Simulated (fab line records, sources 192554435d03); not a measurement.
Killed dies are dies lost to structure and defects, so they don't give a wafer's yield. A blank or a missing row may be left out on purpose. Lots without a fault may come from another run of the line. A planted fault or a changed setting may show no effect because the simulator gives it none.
fab line records | flow n5_finfet
record lots=3 wafers=9 last_day=19
route steps=1938 shown BEOL_M4@1099 BEOL_M5@1112 TV_OPEN@1890 PASSIVATION@1936
lots that met no fault: from a run of the same line without faults
start_h: hours from the record's first day to the start of the lot's first wafer shown | wait_h: hours since the lot's step before | " the same as in the row above | L1.1+2: a row that stands for several wafers | - no value, or no start given | * or withheld: withheld | < > ~ a bound
route shown NAME@n: a module of which the file shows steps, and the number in the route of the first | usual: mean/standard deviation of fault-free wafers | same: alike in all rows | chamber/n: place in a boat | sites: the reading at each site | _std_site: their standard deviation | _edge_site: outer sites' mean less inner sites' | radius_mm: how far each site lies from the wafer's centre | mask NAME#n: copy n | behind: the tool/chamber that last shaped the wafer | hold: why the lot was held/for how many hours/how that ended | device: the transistor (n, p or np) that didn't switch | end of line: the same wafers' tests at the end of the route | a step without rows: its recipe alone | killed: dies lost to structure and defects at the first sort, not the wafer's yield | map: a wafer's dies, x killed, . not, _ none there
set.NAME: the setting as run; set.NAME@STEP: as run at that earlier step | model.NAME: the simulator's own value behind a step, which no gauge read
lots at some steps of the route; a table a step, a row a wafer
services: from which hour (start_h, from the record's first day; less than 0 if before it) a tool's chamber was out of use, for how many hours, and why
## steps
# step N5_BEOL_M4_ANNEAL_95
# recipe temp_c=400 time_s=240 ambient=vacuum
# step N5_BEOL_M4_SPUTTER_96
# recipe material=Cu target_thk_a=45 temp_c=-20 chamber_pressure_pa=0.07 power_w=withheld time_s=8.29
# step N5_BEOL_M4_ECD_50
# recipe material=Cu target_thk_a=3000
# step N5_BEOL_M4_ANNEAL_51
# recipe temp_c=225 time_s=90 ambient=N2
# step N5_BEOL_M4_CMP_52
# recipe stop_on=SiOC t_overpolish_s=6.8 down_force_psi=1 platen_rpm=50 clearing_platen_down_force_psi=1.5 clearing_platen_rpm=50 post_cmp_clean=cu_alkaline target_thk_nm=40 clearing_platen_pad_velocity_m_s=0.99484 pad_velocity_m_s=0.99484
# step N5_BEOL_M4_PRE_CLEAN_60
# recipe gas=NH3/H2 time_s=15 temp_c=* rf_power_w=300
# step N5_BEOL_M4_CO_CAP_55
# recipe material=Co target_thk_a=20 temp_c=200 precursor=CCTBA/H2 pressure_torr=30 time_s=102.1
# step N5_BEOL_M4_PRE_CLEAN_56
# recipe gas=NH3 time_s=15 temp_c=withheld rf_power_w=300
# step N5_BEOL_M4_DEP_57
# recipe material=SiCN target_thk_a=80 temp_c=withheld precursor=3MS/NH3 pressure_torr=3 rf_w=202 time_s=14
# step N5_BEOL_M4_RC_MEAS_101
# usual DIBL_N=36.5/1.9 DIBL_P=36.4/2.2 IOFF_N=0.17/0.034 IOFF_P=0.21/0.036 ION_N=678/12 ION_P=462/7.1 SS_N=71.7/0.61 SS_P=73.4/0.71 VT_N=249/3.5 VT_P=-251/3
# columns lot.wafer tool chamber start_h wait_h DIBL_N[mV/V] DIBL_P[mV/V] IOFF_N[nA/um] IOFF_P[nA/um] ION_N[uA/um] ION_P[uA/um] SS_N[mV/dec] SS_P[mV/dec] VT_N[mV] VT_P[mV]
L762.2 prober-02 0 238.22 0.2 36.5 36.4 0.17 0.23 671 466 71.7 73.5 248 -246
L762.4 " 0 " " 36.0 35.3 0.16 0.21 675 459 71.6 73.5 248 -253
L762.5 " 0 " " 36.5 35.6 0.17 0.22 676 467 71.7 73.3 247 -247
L770.2 prober-02 0 294.74 0.2 32.7 33.2 0.10 0.15 666 457 71.2 72.3 259 -255
L770.5 " 0 " " 31.8 31.3 0.09 0.13 658 458 70.4 71.8 258 -258
L770.6 " 0 " " 37.3 38.2 0.17 0.22 680 468 71.7 73.7 249 -251
L778.2 prober-01 0 347.86 0.2 34.2 32.5 0.13 0.18 671 463 71.7 73.3 252 -253
L778.4 " 0 " " 35.5 34.0 0.16 0.20 673 467 70.7 74.2 249 -252
L778.6 " 0 " " 35.3 33.4 0.15 0.18 683 462 71.6 73.3 251 -252
# step N5_BEOL_M5_ILD_DEP_00
# recipe material=SiCOH_lowk target_thk_a=1406.4 temp_c=300 precursor=DEMS/porogen pressure_torr=5 rf_w=500 time_s=25.9
# step N5_BEOL_M5_CURE_79
# recipe temp_c=385 time_s=240 ambient=He/Ar material=SiCOH_lowk
# step N5_BEOL_M5_PECVD_70
# recipe material=SiO2 target_thk_a=160 temp_c=400 precursor=TEOS/O2 pressure_torr=5.5 rf_w=450 teos_flow_sccm=53.8 gas=O2 flow_sccm=3000 time_s=18
# step N5_BEOL_M5_HM_DEP_02
# recipe material=TiN target_thk_a=200 temp_c=25 chamber_pressure_pa=0.49996
# step N5_BEOL_M5_COAT_59
# recipe resist=SOC temp_c=250 time_s=60 spin_rpm=1500 resist_thk_nm=60
# step N5_BEOL_M5_COAT_60
# recipe resist=SiARC temp_c=220 time_s=60 spin_rpm=1500 resist_thk_nm=12
# step N5_BEOL_M5_COAT_71
# recipe resist=underlayer temp_c=205 time_s=60 spin_rpm=1500 resist_thk_nm=5
# step N5_BEOL_M5_COAT_05
# recipe resist=CAR-EUV spin_rpm=1500 resist_thk_nm=30
# step N5_BEOL_M5_EBR_07
# recipe solvent=PGMEA ebr_width_mm=1.5
# step N5_BEOL_M5_SOFTBAKE_06
# recipe temp_c=110 time_s=60 resist=CAR-EUV
# step N5_BEOL_M5_EXPOSE_08
# recipe mask_id=M5 na=0.33 source_shape=annular sigma_inner=0.4 sigma_outer=0.8 polarization=unpolarized target_cd_nm=28 dose_mj=35.75
# step N5_BEOL_M5_PEB_09
# recipe peb_temp_c=100 peb_time_s=60 resist=CAR-EUV
# step N5_BEOL_M5_DEVELOP_10
# recipe develop_time_s=30 developer=TMAH resist=CAR-EUV rinse_liquid=surfactant_rinse dry=air_spin dev_temp_c=23
# step N5_BEOL_M5_DESCUM_16
# recipe chemistry=O2 time_s=7 source_power_w=50 bias_power_w=20 pressure_mtorr=20 rf_frequency_hz=2.712e+07 temp_c=40 resist=CAR-EUV o2_flow_sccm=225
# step N5_BEOL_M5_ETCH_72
# recipe chemistry=N2/H2 target=underlayer target_depth_a=65 mask_material=CAR-EUV time_s=5.2 ion_energy_ev=200 pressure_mtorr=30 source_w=840 bias_w=150 n2_flow_sccm=200 h2_flow_sccm=200 ends=cleared
# step N5_BEOL_M5_ETCH_61
# recipe chemistry=CF4 target=SiARC target_depth_a=156 mask_material=CAR-EUV time_s=26 ion_energy_ev=80 pressure_mtorr=40 source_w=545 bias_w=36 Ar_flow_sccm=100 cf4_flow_sccm=100 ends=cleared
# step N5_BEOL_M5_ETCH_62
# recipe chemistry=N2/H2 target=SOC target_depth_a=750 overetch_a=150 mask_material=SiARC temp_c=40 time_s=112.5 ion_energy_ev=200 pressure_mtorr=30 source_w=840 bias_w=150 n2_flow_sccm=200 h2_flow_sccm=200
# step N5_BEOL_M5_STRIP_63
# recipe chemistry=N2/H2 temp_c=40 n2_flow_sccm=200 h2_flow_sccm=200 rf_frequency_hz=6e+07
# step N5_BEOL_M5_STRIP_73
# recipe chemistry=N2/H2 temp_c=40 n2_flow_sccm=200 h2_flow_sccm=200 rf_frequency_hz=6e+07
# step N5_BEOL_M5_STRIP_64
# recipe chemistry=CF4 resist=SiARC power_w=300 bias_power_w=75 pressure_mtorr=50 cf4_flow_sccm=150 rf_frequency_hz=6e+07
# step N5_BEOL_M5_HM_OPEN_17
# recipe chemistry=Cl2/BCl3 target_depth_a=200 overetch_a=60 target=TiN mask_material=SOC ion_energy_ev=150 pressure_mtorr=10 icp_w=1000 bias_w=126 Cl2_flow_sccm=53.25 bcl3_flow_sccm=21.75 Ar_flow_sccm=25
# step N5_BEOL_M5_STRIP_19
# recipe chemistry=O2 power_w=400 temp_c=40 pressure_mtorr=30 rf_frequency_hz=6e+07 bias_power_w=0 overash_fraction=0.2 o2_flow_sccm=225
# step N5_BEOL_M5_COAT_65
# recipe resist=SOC temp_c=250 time_s=60 spin_rpm=1500 resist_thk_nm=60
# step N5_BEOL_M5_COAT_66
# recipe resist=SiARC temp_c=220 time_s=60 spin_rpm=1500 resist_thk_nm=12
# step N5_PASSIVATION_ETCH_15
# recipe chemistry=CF4/N2 target=SiCN target_depth_a=750 taper_deg=2 time_s=81.2 ion_energy_ev=150 mask_material=SiNx pressure_mtorr=40 source_w=430 bias_w=70 Ar_flow_sccm=100 cf4_flow_sccm=60 n2_flow_sccm=60
# usual drypump_motor_current_A=5.6/0.42 oes_product_au=0.78/0.088 rf_fwd_power_W=427.7/1.4 rf_vpp_V=382.0/1.7 showerhead_plenum_p_Torr=2.20/0.06 throttle_valve_pct=15.48/0.26
# columns lot.wafer tool chamber start_h wait_h drypump_motor_current_A oes_product_au rf_fwd_power_W rf_hours_counter_h rf_vpp_V showerhead_plenum_p_Torr throttle_valve_pct model.etch.depth_nm
L762.2 rie_diel-02 0 336.38 - 5.1 0.68 428.8 229 382.9 2.28 15.89 63.76
L762.4 " 3 " " 5.6 0.87 427.7 44 381.4 2.14 15.19 66.77
L762.5 " 2 " " 6.0 0.74 428.5 - 381.8 2.18 15.50 66.72
L770.2 rie_diel-02 0 396.08 - 5.1 0.56 426.9 243 384.8 2.27 15.91 48.03
L770.5 " 2 " " 6.0 0.62 430.2 - 382.1 2.17 15.54 51.55
L770.6 " 1 " " 5.6 0.76 427.5 - 380.9 2.14 15.60 62.43
L778.2 rie_diel-05 2 458.16 - 6.2 0.77 427.8 138 382.4 2.21 15.21 66.15
L778.4 " 0 " " 5.2 0.75 427.7 163 379.4 2.12 15.28 64.52
L778.6 " 3 " " 5.1 0.84 428.6 - 380.8 2.16 15.48 64.58
# step N5_PASSIVATION_PROBE_49
# usual defect_limited_yield=91.0/1.5 killed_at_M0_to_M3=35/11 killed_at_M4_up=13/5 killed_at_contacts=12/5.9 killed_at_front_end=42/13 killed_at_other=3/3.2 killed_dies=106/18 killed_on_rim=14/4.2 killed_open=69/13 killed_short=35/8.9 sort_bin_5_function=5.2/0.95 sort_bin_6_memory=3.3/0.71 sort_n_pass=1074/18 sort_yield_pct=91.0/1.5
# same gross_dies=1180 killed_at_back_side=0 sort_bin_4_leakage[%]=0 sort_bin_8_speed[%]=0
# columns lot.wafer tool chamber start_h wait_h defect_limited_yield[%] killed_at_M0_to_M3 killed_at_M4_up killed_at_contacts killed_at_front_end killed_at_other killed_dies killed_on_rim killed_open killed_short sort_bin_5_function[%] sort_bin_6_memory[%] sort_n_pass sort_yield_pct[%]
L770.2 prober-02 - 402.39 0.1 3.8 20 7 16 36 1056 1135 130 63 21 93.6 2.5 45 3.8
L770.5 prober-02 - 402.54 0.2 79.6 26 13 10 41 151 241 77 66 29 17.6 2.5 939 79.6
# killed by level:class
L770.2 TV_OPEN:area_etch=1050 MOL_CONTACT_COAG:geometric_particle:open=15 FIN_SAQP:geometric_particle:open=11 STI_FIN_REVEAL:geometric_particle:open=6 FIN_SAQP:geometric_particle:short=5 BEOL_M0:geometric_particle:open=5 BEOL_M2:geometric_particle:open=5 STARTING-WAFER:geometric_particle:open=5
L770.5 TV_OPEN:area_etch=146 FIN_SAQP:geometric_particle:open=12 BEOL_M4:geometric_particle:open=8 STI_FIN_REVEAL:geometric_particle:open=5 MOL_CONTACT_COAG:geometric_particle:short=5 MOL_CONTACT_COAG:geometric_particle:open=5 BEOL_M1:geometric_particle:open=5 BEOL_M2:geometric_particle:open=5
# map L770.2 (x killed, . not)
_________________xxxxxxxxxxxx________________
______________xxxxxxxxxxxxxxxxxx_____________
___________xxxxxxxxxxxxxxxxxxxxxxxx__________
__________xxxxxxxxxxxxxxxxxxxxxxxxxx_________
________xxxxxxxxxxxxxxxxxxxxxxxxxxxxxx_______
_______xxxxxxxxxxxxxxxxxxxxxxxxxxxxxxxx______
______.xxxxxxxxxxxxxxxxxxxxxxxxxxxxxxxxx_____
_____.xxxxxxxxxxxxxxxxxxxxxxxxxxxxxxxxxxx____
____x...xxxxxxxxxxxxx.xxxxxxxxxxxxxxxxxxxx___
___...xxxxxxxxxxxxxxxxxxxxxxxxxxxxxxxxxxxxx__
___..x.xxxxxxxxxxxxxxxxxxxxxxxxxxxxxxxxxxxx__
__xxxxxxxxxxxxxxxxxxxxxxxxxxxxxxxxxxxxxxxxxx_
__xxxxxxxxxxxxxxxxxxxxxxxxxxxxxxxxxxxxxxxxxx_
_.xxxxxxxxxxxxxxxxxxxxxxxxxxxxxxxxxxxxxxxxxxx
_.xxxxxxxxxxxxxxxxxxxxxxxxxxxxxxxxxxxxxxxxxxx
_.xxxxxxxxxxxxxxxxxxxxxxxxxxxxxxxxxxxxxxxxxxx
_xxxxxxxxxxxxxxxxxxxxxxxxxxxxxxxxxxxxxxxxxxxx
_xxxxxxxxxxxxxxxxxxxxxxxxxxxxxxxxxxxxxxxxxxxx
_xxxxxxxxxxxxxxxxxxxxxxxxxxxxxxxxxxxxxxxxxxxx
_x.xxxxxxxxxxxxxxxxxxxxxxxxxxxxxxxxxxxxxxxxxx
_..xxxxxxx.xxxxxxxxxxxxxxxxxxxxxxxxxxxxxxxxxx
__.xxxxxxxxxxxxxxxxxxxxxxxxxxxxxxxxxxxxxxxxx_
__xxxxxxx.xxx.xxxxxxxxxxxxxxxxxxxxxxxxxxxxxx_
___xxxxxxxxx.xxxxxxxxxxxxxxxxxxxxxxxxxxxxxx__
___xxxxxxxxxxxxxxxxxxxxxxxxxxxxxxxxxxxxxxxx__
____xxx.xxxxxxxxxxxxxxxxxxxxxxxxxxxxxxxxxx___
_____.xxxx..xxxxxxxxxxxxxxxxxxxxxxxxxxxxx____
______..xx..xxxxxxxxxxxxxxxxxxxxxxxxxxxx_____
_______..x..xxxxxxxxxxxxxxxxxxxxxxxxxxx______
________..xxxxxxxxxxxxxxxxxxxxxxxxxxxx_______
__________..xxxxxxxxxxxxxxxxxx..xxxx_________
___________xxxxxxxxxxxxxxx.xxx.xxxx__________
______________xxxxxxxxxxx.xxxxxx_____________
_________________xxxxxxx.xxxx________________
# map L762.2 (x killed, . not)
_________________...xxx......________________
______________.................._____________
___________.......x.......x........__________
__________..x.....x........x.x......_________
________................x...x........._______
_______............x...x....x..........______
______...................x..x.x....x..xx_____
_____.................................x..____
____x.........x........x......x.....x....x___
___.......x.x.....x............x...x.......__
___.x.......x............x................x__
__.............x.x........xx....x....x......_
__x.xx.xx................x...x.............._
_...x...............x.................x....x.
_.............x.....x...x.....x...x...x..x...
_........x.x..x........x...................x.
_.......x......x.x..x..............x......x..
_..x....x....................x.......x......x
_......x.........x......x.............x......
_......x..x..xx.........xx.x............x....
_.........x.xx....x...xx.x.....x..........x..
__..x...x..............x.........x.........._
__.................................x......xx_
___...x.............xx..............x......__
___x...........x.x..........x........x.....__
____...x.............x...............xx...___
_____.................x..................____
______.....xx...x.....x........x.x......_____
_______.x..x......x.......x....x.......______
________..........x...............x.x._______
__________x.x.............x.......x._________
___________.....................x..__________
______________x.....x..........._____________
_________________x.....x...x.________________
## services
# columns tool chamber start_h hours kind
rie_diel-05 3 319.91 10.7 repair
rie_diel-02 1 328.63 4.6 repair
rie_diel-05 1 330.59 - clean
rie_diel-05 1 330.59 - consumable_replace:focus_ring
rie_diel-05 1 330.59 19.4 scheduled_down
rie_diel-05 1 330.59 19.4 vent_cycle
rie_diel-02 0 358.37 6.8 repair
rie_diel-05 - 361.43 1.6 repair
rie_diel-02 - 370.37 2.8 pm
rie_diel-02 0 413.90 - clean
rie_diel-02 0 413.90 - consumable_replace:focus_ring
rie_diel-02 0 413.90 17.9 scheduled_down
rie_diel-02 0 413.90 17.9 vent_cycle
## key
first_sign step=N5_PASSIVATION_PROBE_49 reading=killed_at_other direction=up sigmas=99+ usual=3 struck=604
effect step=N5_PASSIVATION_PROBE_49 reading=sort_bin_5_function direction=up sigmas=53 usual=5.2 struck=55.6
model_effect step=N5_PASSIVATION_ETCH_15 value=etch.depth_nm without=64.49 struck=49.79
more_kills_born_at N5_PASSIVATION_ETCH_15@rie_diel-02=1196
met_at N5_PASSIVATION_ETCH_15
struck_wafers L770.2,L770.5
later_rows_left_out L770.2
onset_between 336.38 396.08
fault kind=process_parameter_drift tool=rie_diel-02 chamber=- onset_h=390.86 steps=N5_PASSIVATION_ETCH_15 channel=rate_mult offset=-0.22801 shape=step end_h=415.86 scope=struck_wafers_only
# later_rows_left_out: the simulator's readings of these wafers behind a module that went badly wrong aren't trusted and aren't shown, but for the sort
